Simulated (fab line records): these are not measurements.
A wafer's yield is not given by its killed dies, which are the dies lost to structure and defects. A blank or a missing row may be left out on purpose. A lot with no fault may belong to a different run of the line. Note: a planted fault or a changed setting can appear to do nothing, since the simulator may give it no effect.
Chamber matching ; flow n5_finfet ; N5_BEOL_M9_ETCH_62 on rie_diel-03: 4 sister chambers
The step etches SOC in N2/H2, target depth 110 nm, overetch 22 nm, time 165 s. 8 wafers are shown with their chamber, then 9 later ones without.

WAFERS PAIRED WITH THEIR CHAMBERS
wafer;chamber;drypump_motor_current_A (A);throttle_valve_pct (%)
L074.2;3;6.7;17.51
L079.6;1;6.0;18.30
L081.2;2;5.8;17.75
L084.2;3;6.6;17.54
L084.6;2;5.8;17.77
L088.1;1;6.1;18.32
L088.4;0;4.9;17.61
L088.6;0;4.9;17.63

WAFERS WHOSE CHAMBER IS MISSING
wafer;drypump_motor_current_A (A);throttle_valve_pct (%)
L086.3;6.0;18.33
L086.4;5.8;17.78
L086.6;5.8;17.80
L092.4;5.8;17.80
L092.5;6.7;17.59
L092.6;5.8;17.80
L096.1;4.9;17.66
L096.3;6.0;18.37
L096.5;6.0;18.36

THE CHAMBER EACH PASSED THROUGH
wafer;from the rows above;in truth
L086.3;1;1
L086.4;2;2
L086.6;2;2
L092.4;2;2
L092.5;3;3
L092.6;2;2
L096.1;0;0
L096.3;1;1
L096.5;1;1
Correctly placed: 9 of 9. Not placeable from these rows: 0. Wrongly placed: 0.
How it was worked out, from the rows above alone: a wafer's distance from a chamber is the root of the sum, over the readings, of the square of ((its reading less the chamber's mean) divided by the reading's scatter). If the next closest chamber is less than 2 further off than the closest, the wafer can't be placed; otherwise it belongs to the closest. Each chamber's mean is taken over the wafers shown for it. The scatter: take each reading less its chamber's mean, square it, sum over the shown wafers, divide by the number of wafers less the number of chambers, and take the root.
